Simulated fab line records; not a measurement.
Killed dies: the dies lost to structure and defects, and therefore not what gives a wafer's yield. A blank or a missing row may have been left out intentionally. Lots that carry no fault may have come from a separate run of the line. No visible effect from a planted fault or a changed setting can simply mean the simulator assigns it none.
fab line records -- flow nand_harc
record lots=11, wafers=33, last_day=32
route steps=1302 shown A_STAIRCASE@856 THIN_TSV@1246 END@1301
lots with no fault: from the same line, run without faults
start_h: the number of hours between the record's first day and the start of the first shown wafer of the lot -- wait_h: how many hours have passed since the lot's step before this one -- " the same as in the row above -- L1.1+2: several wafers, shown together as one row -- - no value present, or no start provided -- * or withheld: withheld -- < > ~ a bound
route shown NAME@n: names a module that has steps shown in the file, with the first one's number in the route -- usual: mean/standard deviation of fault-free wafers -- same: alike in all rows -- chamber/n: place in a boat -- sites: readings site by site -- _std_site: their standard deviation -- _edge_site: the outer-site mean with the inner-site mean subtracted -- radius_mm: how far each site lies from the wafer's centre -- mask NAME#n: copy n -- behind: tool/chamber where the wafer was last shaped -- hold: cause of the lot's hold/its duration in hours/its outcome -- device: names the non-switching transistor (n, p or np) -- end of line: the tests these same wafers got at the end of their route -- step lacking rows: just its recipe -- killed: dies that structure and defects cost at the first sort, which is not the same as the wafer's yield -- map: dies across one wafer; x = killed, . = not, _ = none there
set.NAME: the setting as run; set.NAME@STEP: as run at that earlier step -- model.NAME: the simulator's own value behind a step, which no gauge read
one table for each step of the route and one row for each wafer, over a sample of lots
services: when a tool's chamber went out of use (start_h, in hours from the record's first day, below 0 if earlier), for how many hours, and the reason
## steps
# step NHARC_A_STAIRCASE_DEP_325
# recipe target_thk_a=72000, temp_c=400, target_thk_nm=7200, teos_flow_sccm=200, rf_w=500, material=SiO2
# usual heater_power_w=670/92, rf_fwd_power_W=499.4/1.5
lot.wafer,tool,chamber,start_h,wait_h,heater_power_w,rf_fwd_power_W
L774.3,pecvd-03,2,432.10,0.1,579,498.9
L774.1,pecvd-03,0,432.10,0.1,785,497.6
L774.6,pecvd-03,0,432.10,0.1,691,496.3
L775.2,pecvd-01,0,443.45,0.3,848,499.9
L775.6,pecvd-01,2,443.45,0.3,665,500.1
L775.4,pecvd-01,0,443.45,0.3,667,500.1
L777.2,pecvd-03,1,465.75,0.1,769,498.4
L777.1,pecvd-03,0,465.75,0.1,873,495.6
L777.6,pecvd-03,0,465.75,0.1,732,498.0
L778.3,pecvd-01,1,485.28,0.1,775,498.0
L778.2,pecvd-01,2,485.28,0.1,841,499.8
L778.5,pecvd-01,0,485.28,0.1,687,499.0
L779.5,pecvd-03,1,485.57,0.4,668,498.4
L779.6,pecvd-03,2,485.57,0.4,539,495.7
L779.4,pecvd-03,0,485.57,0.4,688,498.4
L780.2,pecvd-03,2,499.90,0.1,656,500.5
L780.4,pecvd-03,2,499.90,0.1,529,500.1
L780.6,pecvd-03,0,499.90,0.1,712,502.7
L783.3,pecvd-03,0,522.09,0.1,734,500.1
L783.1,pecvd-03,1,522.09,0.1,765,499.5
L783.6,pecvd-03,1,522.09,0.1,662,499.1
L784.1,pecvd-03,0,532.43,0.3,723,500.9
L784.5,pecvd-03,1,532.43,0.3,669,497.2
L784.6,pecvd-03,2,532.43,0.3,525,497.6
L792.3,pecvd-01,1,608.47,0.2,766,498.3
L792.4,pecvd-01,1,608.47,0.2,703,498.3
L792.5,pecvd-01,2,608.47,0.2,658,497.7
L794.1,pecvd-01,1,627.98,0.2,762,499.3
L794.2,pecvd-01,2,627.98,0.2,757,500.9
L794.4,pecvd-01,0,627.98,0.2,692,498.0
L793.2,pecvd-04,2,627.98,0.2,713,499.0
L793.3,pecvd-04,0,627.98,0.2,720,497.4
L793.6,pecvd-04,1,627.98,0.2,562,499.1
# step NHARC_THIN_TSV_THK_MEAS_02
# recipe thk_meas_gauge=ir
# usual thk_nm=3032/240
lot.wafer,tool,chamber,start_h,wait_h,thk_nm
L775.2,film_metro-02,-,559.17,-,2910
L775.4,film_metro-02,-,559.17,-,3177
L775.6,film_metro-02,-,559.17,-,2905
L774.1,film_metro-01,-,561.03,0.2,2944
L774.3,film_metro-01,-,561.03,0.2,3098
L774.6,film_metro-01,-,561.03,0.2,3179
L777.1,film_metro-01,-,589.35,-,3103
L777.2,film_metro-01,-,589.35,-,3133
L777.6,film_metro-01,-,589.35,-,3022
L779.4,film_metro-01,-,608.44,0.2,2819
L779.5,film_metro-01,-,608.44,0.2,2812
L779.6,film_metro-01,-,608.44,0.2,3036
L778.2,film_metro-01,-,609.64,-,2958
L778.3,film_metro-01,-,609.64,-,3092
L778.5,film_metro-01,-,609.64,-,3019
L780.2,film_metro-01,-,625.65,0.2,3226
L780.4,film_metro-01,-,625.65,0.2,3178
L780.6,film_metro-01,-,625.65,0.2,3198
L783.3,film_metro-01,-,658.20,-,2914
L784.1,film_metro-01,-,660.58,-,2844
L784.6,film_metro-01,-,660.58,-,3384
L792.3,film_metro-02,-,733.92,0.2,3399
L792.4,film_metro-02,-,733.92,0.2,3260
L792.5,film_metro-02,-,733.92,0.2,3519
L794.1,film_metro-02,-,754.69,-,2646
L794.2,film_metro-02,-,754.69,-,2752
L794.4,film_metro-02,-,754.69,-,2791
L793.2,film_metro-02,-,755.87,-,2695
L793.3,film_metro-02,-,755.87,-,2954
L793.6,film_metro-02,-,755.87,-,2894
# step NHARC_THIN_TSV_DESCUM_35
# recipe time_s=3, o2_flow_sccm=200, ar_flow_sccm=0, bias_power_w=0, chemistry=O2
# usual drypump_motor_current_A=5.6/0.44, oes_product_au=0.998/0.011, rf_vpp_V=57.8/0.89, showerhead_plenum_p_Torr=1.91/0.091, throttle_valve_pct=11.311/0.0084
lot.wafer,tool,chamber,start_h,wait_h,drypump_motor_current_A,oes_product_au,rf_hours_counter_h,rf_vpp_V,showerhead_plenum_p_Torr,throttle_valve_pct
L775.4,rie_diel-11,3,566.06,-,6.2,0.996,6.5,57.8,1.95,11.323
L775.2,rie_diel-11,1,566.06,-,5.2,1.022,7.9,57.9,1.90,11.313
L775.6,rie_diel-11,3,566.06,-,6.2,1.009,-,58.7,1.95,11.310
L774.3,rie_diel-11,1,567.93,-,5.2,1.012,8.0,58.8,1.90,11.306
L774.1,rie_diel-11,3,567.93,-,6.3,1.003,6.6,57.6,1.95,11.321
L774.6,rie_diel-11,3,567.93,-,6.3,1.012,-,59.9,1.95,11.309
L777.2,rie_diel-07,0,596.60,-,6.5,0.987,5.3,58.3,1.86,11.322
L777.1,rie_diel-07,1,596.60,-,5.0,0.983,6.1,58.8,2.01,11.318
L777.6,rie_diel-07,3,596.60,-,5.7,0.986,-,57.2,1.87,11.306
L779.4,rie_diel-09,0,615.47,-,5.3,0.990,5.5,59.1,1.93,11.300
L779.6,rie_diel-09,0,615.47,-,5.3,0.984,-,57.3,1.93,11.320
L779.5,rie_diel-09,1,615.47,-,5.9,1.009,-,57.5,1.99,11.324
L778.3,rie_diel-09,2,616.75,-,5.2,1.003,5.2,59.2,2.05,11.317
L778.2,rie_diel-09,3,616.75,-,5.7,1.002,5.4,58.5,2.06,11.312
L778.5,rie_diel-09,2,616.75,-,5.3,1.007,-,59.1,2.05,11.314
L780.4,rie_diel-07,0,632.78,-,6.5,0.987,7.1,56.9,1.86,11.310
L780.2,rie_diel-07,1,632.78,-,5.0,0.986,7.8,58.7,2.01,11.303
L780.6,rie_diel-07,3,632.78,-,5.6,0.992,-,57.4,1.87,11.313
L783.3,rie_diel-11,0,665.31,-,5.4,1.020,3.1,57.4,1.79,11.306
L784.1,rie_diel-07,2,667.61,-,5.7,0.998,0.5,57.7,1.77,11.322
L784.6,rie_diel-07,3,667.61,-,5.7,0.988,-,58.3,1.87,11.317
L792.4,rie_diel-07,1,741.05,-,5.0,1.007,4.6,57.6,2.01,11.310
L792.3,rie_diel-07,2,741.05,-,5.7,1.007,3.7,56.4,1.77,11.314
L792.5,rie_diel-07,2,741.05,-,5.7,1.000,-,57.1,1.77,11.307
L794.4,rie_diel-07,3,762.00,-,5.7,0.991,4.6,59.0,1.86,11.312
L794.1,rie_diel-07,0,762.00,-,6.5,0.993,5.4,58.8,1.85,11.303
L794.2,rie_diel-07,1,762.00,-,5.0,1.017,5.1,58.6,2.01,11.302
L793.2,rie_diel-07,1,762.74,-,5.0,1.006,5.1,58.8,2.01,11.311
L793.3,rie_diel-07,0,762.74,-,6.5,0.984,5.4,57.4,1.85,11.309
L793.6,rie_diel-07,2,762.74,-,5.7,1.017,-,57.1,1.77,11.301
# step NHARC_END_WLT_00
# usual VT_DECK1_BOTTOM=0.870/0.0079, VT_DECK1_BOTTOM_INNER=0.870/0.0081, VT_DECK1_MEDIAN_NEAR_BOTTOM=0.871/0.0075, VT_DECK1_MEDIAN_NEAR_BOTTOM_INNER=0.871/0.0076, VT_DECK1_MIDDLE=0.884/0.0068, VT_DECK1_MIDDLE_INNER=0.883/0.0075, VT_DECK1_TOP=0.896/0.0068, VT_DECK1_TOP_INNER=0.896/0.0067, VT_DECK2_BOTTOM=0.869/0.0082, VT_DECK2_BOTTOM_INNER=0.869/0.0093, VT_DECK2_MEDIAN_NEAR_BOTTOM=0.870/0.0092, VT_DECK2_MEDIAN_NEAR_BOTTOM_INNER=0.870/0.0083, VT_DECK2_MIDDLE=0.882/0.0083, VT_DECK2_MIDDLE_INNER=0.882/0.0085, VT_DECK2_TOP=0.894/0.0082, VT_DECK2_TOP_INNER=0.894/0.0082
lot.wafer,tool,chamber,start_h,wait_h,VT_DECK1_BOTTOM,VT_DECK1_BOTTOM_INNER,VT_DECK1_MEDIAN_NEAR_BOTTOM,VT_DECK1_MEDIAN_NEAR_BOTTOM_INNER,VT_DECK1_MIDDLE,VT_DECK1_MIDDLE_INNER,VT_DECK1_TOP,VT_DECK1_TOP_INNER,VT_DECK2_BOTTOM,VT_DECK2_BOTTOM_INNER,VT_DECK2_MEDIAN_NEAR_BOTTOM,VT_DECK2_MEDIAN_NEAR_BOTTOM_INNER,VT_DECK2_MIDDLE,VT_DECK2_MIDDLE_INNER,VT_DECK2_TOP,VT_DECK2_TOP_INNER
L774.1,prober-01,-,572.17,0.0,0.887,0.875,0.873,0.883,0.895,0.892,0.910,0.907,0.858,0.862,0.869,0.866,0.884,0.880,0.902,0.888
L774.3,prober-01,-,572.17,0.0,0.874,0.874,0.877,0.880,0.893,0.892,0.903,0.901,0.868,0.868,0.862,0.866,0.887,0.876,0.895,0.891
L774.6,prober-01,-,574.66,2.5,0.869,0.879,0.870,0.880,0.889,0.884,0.905,0.898,0.861,0.853,0.860,0.863,0.874,0.875,0.889,0.895
L775.2,prober-02,-,572.68,0.6,0.882,0.887,0.886,0.886,0.888,0.894,0.908,0.904,0.870,0.873,0.873,0.879,0.890,0.898,0.903,0.907
L775.4,prober-02,-,573.69,1.6,0.867,0.871,0.873,0.867,0.883,0.887,0.895,0.900,0.870,0.878,0.881,0.879,0.893,0.894,0.902,0.907
L775.6,prober-02,-,574.69,2.6,0.882,0.879,0.882,0.875,0.888,0.886,0.901,0.901,0.876,0.876,0.883,0.878,0.896,0.895,0.909,0.903
L777.1,prober-02,-,602.57,0.1,0.879,0.892,0.878,0.872,0.877,0.890,0.892,0.896,0.867,0.870,0.867,0.866,0.882,0.882,0.898,0.897
L777.2,prober-02,-,602.57,0.1,0.868,0.859,0.870,0.869,0.880,0.889,0.893,0.900,0.862,0.862,0.865,0.863,0.878,0.880,0.898,0.900
L777.6,prober-02,-,605.12,2.6,0.874,0.879,0.870,0.871,0.883,0.882,0.900,0.899,0.863,0.861,0.857,0.861,0.871,0.883,0.899,0.893
L778.2,prober-02,-,621.82,0.6,0.866,0.861,0.867,0.866,0.886,0.883,0.896,0.892,0.888,0.887,0.880,0.888,0.887,0.900,0.899,0.903
L778.3,prober-02,-,621.82,0.6,0.870,0.861,0.857,0.870,0.878,0.883,0.892,0.899,0.861,0.880,0.876,0.869,0.886,0.882,0.896,0.905
L778.5,prober-02,-,623.34,2.1,0.865,0.866,0.872,0.873,0.880,0.880,0.903,0.900,0.879,0.884,0.877,0.880,0.888,0.888,0.894,0.891
L779.4,prober-01,-,622.81,1.5,0.875,0.872,0.864,0.866,0.888,0.878,0.894,0.896,0.881,0.874,0.889,0.883,0.890,0.889,0.897,0.908
L779.5,prober-01,-,622.81,1.5,0.871,0.869,0.876,0.868,0.885,0.887,0.894,0.904,0.883,0.883,0.881,0.878,0.892,0.882,0.904,0.906
L779.6,prober-01,-,622.81,1.5,0.866,0.866,0.872,0.865,0.887,0.883,0.902,0.894,0.885,0.874,0.884,0.879,0.892,0.888,0.897,0.892
L780.2,prober-01,-,640.46,0.6,0.879,0.870,0.878,0.874,0.885,0.889,0.900,0.895,0.871,0.877,0.874,0.869,0.890,0.891,0.895,0.881
L780.4,prober-01,-,641.47,1.6,0.859,0.866,0.868,0.865,0.872,0.885,0.892,0.902,0.867,0.859,0.867,0.863,0.878,0.872,0.895,0.893
L780.6,prober-01,-,642.48,2.6,0.864,0.871,0.876,0.870,0.887,0.878,0.888,0.893,0.874,0.867,0.871,0.870,0.877,0.876,0.895,0.893
L784.1,prober-01,-,671.88,0.0,0.872,0.866,0.867,0.869,0.883,0.875,0.890,0.882,0.862,0.860,0.861,0.864,0.877,0.876,0.889,0.889
L784.6,prober-01,-,674.36,2.5,0.868,0.873,0.874,0.873,0.876,0.871,0.901,0.887,0.867,0.869,0.869,0.858,0.881,0.878,0.891,0.889
L783.3,prober-02,-,672.90,1.1,0.866,0.866,0.864,0.867,0.876,0.874,0.885,0.884,0.871,0.867,0.869,0.877,0.879,0.886,0.884,0.893
L792.3,prober-02,-,747.34,1.1,0.871,0.861,0.859,0.865,0.877,0.873,0.884,0.893,0.885,0.881,0.883,0.884,0.890,0.894,0.906,0.905
L792.4,prober-02,-,747.34,1.1,0.860,0.854,0.858,0.861,0.873,0.873,0.887,0.882,0.881,0.887,0.887,0.882,0.901,0.894,0.902,0.915
L792.5,prober-02,-,747.34,1.1,0.866,0.858,0.870,0.860,0.879,0.883,0.890,0.884,0.884,0.878,0.876,0.878,0.892,0.890,0.906,0.901
L794.1,prober-02,-,768.24,0.3,0.865,0.873,0.874,0.871,0.882,0.876,0.887,0.889,0.866,0.863,0.871,0.866,0.871,0.876,0.884,0.895
L794.2,prober-02,-,768.24,0.3,0.868,0.873,0.869,0.869,0.880,0.877,0.892,0.886,0.863,0.856,0.861,0.863,0.871,0.866,0.885,0.881
L794.4,prober-02,-,769.74,1.8,0.875,0.869,0.879,0.877,0.884,0.881,0.893,0.889,0.851,0.857,0.849,0.861,0.881,0.877,0.885,0.887
L793.2,prober-01,-,768.50,0.5,0.875,0.873,0.872,0.873,0.885,0.876,0.887,0.893,0.874,0.869,0.872,0.876,0.878,0.881,0.889,0.892
L793.3,prober-01,-,768.50,0.5,0.877,0.879,0.882,0.865,0.891,0.894,0.894,0.896,0.862,0.861,0.855,0.866,0.874,0.876,0.889,0.888
L793.6,prober-01,-,770.50,2.5,0.877,0.873,0.866,0.879,0.884,0.882,0.889,0.890,0.867,0.853,0.860,0.862,0.875,0.875,0.889,0.894
# step NHARC_END_SORT_01
# recipe temp_c=25
# usual killed_at_array=52/19, killed_at_other=1.0/1.2, killed_at_periphery=4.1/2.8, killed_dies=57/19, killed_open=3.1/1.7, killed_short=2.5/1.5
# same gross_dies=677
lot.wafer,tool,chamber,start_h,wait_h,killed_at_array,killed_at_other,killed_at_periphery,killed_dies,killed_open,killed_short
L784.1,prober-01,0,674.86,2.5,17,2,12,31,3,2
L784.5,prober-01,0,678.01,3.6,669,4,4,677,2,2
L784.6,prober-01,0,678.79,3.9,22,1,7,30,2,3
L783.1,prober-02,0,674.91,2.5,668,1,8,677,1,1
L783.3,prober-02,0,676.53,3.1,59,2,4,65,2,1
L783.6,prober-02,0,678.95,4.0,668,0,9,677,1,1
# killed by level:class
L784.1 P_GATE:chamber_film_flake=6 A_CHANNEL_HOLE_D1:chamber_film_flake=5 P_BONDPAD:chamber_film_flake=5 A_CONTACT:chamber_film_flake=4 A_WL_FILL:chamber_film_flake=2 A_ONON_D1:geometric_particle:short=1 A_CHANNEL_HOLE_D1:geometric_particle:short=1 A_ONON_D2:geometric_particle:open=1
L783.1 A_STAIRCASE:area_dep=613 A_SLIT:chamber_film_flake=16 A_CHANNEL_HOLE_D2:chamber_film_flake=13 A_CHANNEL_HOLE_D1:chamber_film_flake=10 A_CONTACT:chamber_film_flake=7 A_STAIRCASE:chamber_film_flake=6 P_CONTACT:chamber_film_flake=4 P_ZERO_WELL:chamber_film_flake=3
L783.3 A_SLIT:chamber_film_flake=33 A_CHANNEL_HOLE_D1:chamber_film_flake=8 A_CHANNEL_HOLE_D2:chamber_film_flake=5 A_STAIRCASE:chamber_film_flake=5 A_CONTACT:chamber_film_flake=3 P_CONTACT:chamber_film_flake=2 A_CHANNEL_HOLE_D2:unspecified=2 A_CHANNEL_FILL_D1:geometric_particle:short=1
L784.5 A_STAIRCASE:area_dep=649 A_CHANNEL_HOLE_D1:chamber_film_flake=7 A_SLIT:chamber_film_flake=6 P_GATE:chamber_film_flake=2 P_BONDPAD:chamber_film_flake=2 A_CONTACT:chamber_film_flake=2 HYBRID_BOND:chamber_film_flake=2 A_ONON_D1:geometric_particle:open=1
L784.6 A_CHANNEL_HOLE_D1:chamber_film_flake=6 P_GATE:chamber_film_flake=5 A_WL_FILL:chamber_film_flake=5 A_CONTACT:chamber_film_flake=3 A_STAIRCASE:chamber_film_flake=2 A_SLIT:chamber_film_flake=2 P_M1:geometric_particle:short=1 A_WL_FILL:geometric_particle:open=1
L783.6 A_STAIRCASE:area_dep=628 A_SLIT:chamber_film_flake=13 A_CHANNEL_HOLE_D1:chamber_film_flake=11 P_CONTACT:chamber_film_flake=6 A_STAIRCASE:chamber_film_flake=6 A_CHANNEL_HOLE_D2:chamber_film_flake=4 A_CONTACT:chamber_film_flake=3 P_M0:geometric_particle:open=1
## services
tool,chamber,start_h,hours,kind
rie_diel-11,3,429.69,20.6,repair
rie_diel-07,-,430.05,10.4,repair
pecvd-01,0,430.96,3.2,repair
rie_diel-11,-,432.56,9.0,pm
pecvd-01,-,468.72,4.3,repair
rie_diel-07,-,471.21,9.0,pm
rie_diel-11,0,471.97,3.4,repair
pecvd-01,-,492.40,13.0,pm
rie_diel-07,0,519.53,3.6,repair
pecvd-03,-,547.74,13.0,pm
rie_diel-11,3,552.48,1.9,repair
rie_diel-11,2,567.52,9.8,repair
pecvd-03,-,581.13,2.8,repair
rie_diel-07,0,582.71,5.8,repair
rie_diel-11,2,585.89,5.8,repair
rie_diel-11,-,609.56,9.0,pm
pecvd-03,0,645.23,3.7,repair
rie_diel-07,-,648.21,9.0,pm
pecvd-03,2,660.51,11.5,repair
rie_diel-07,3,661.81,4.8,repair
pecvd-01,-,673.40,13.0,pm
pecvd-03,-,674.63,1.3,repair
rie_diel-07,1,674.83,2.7,repair
pecvd-03,-,728.74,13.0,pm
## key
first_sign step=NHARC_END_SORT_01, reading=killed_dies, direction=up, sigmas=33, usual=57, struck=677
effect step=NHARC_END_SORT_01, reading=killed_at_array, direction=up, sigmas=33, usual=52, struck=668
more_kills_born_at NHARC_A_STAIRCASE_DEP_325@pecvd-03=1890
met_at NHARC_A_STAIRCASE_DEP_325
struck_lots L783,L784
struck_wafers L783.1,L783.6,L784.5
later_rows_left_out L783.1,L783.6,L784.5
tester_left_out L783,L784
not_acting_at NHARC_THIN_TSV_THK_MEAS_02,NHARC_THIN_TSV_DESCUM_35,NHARC_END_WLT_00
onset_between 485.57 522.09
fault kind=process_parameter_drift, tool=pecvd-03, chamber=1, onset_h=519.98, steps=NHARC_A_STAIRCASE_DEP_325, channel=target_thk_a, offset=*, shape=step, end_h=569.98, acts_in=*, stated=*
# tester_left_out: of these lots the tester's yield and bins aren't shown, on N5 and GAA mostly nor the transistor test; their killed dies are dies lost to structure and defects alone, not to doping, threshold or leakage, so they don't give the yield
# later_rows_left_out: the simulator's readings of these wafers behind a module that went badly wrong aren't trusted and aren't shown, but for the sort
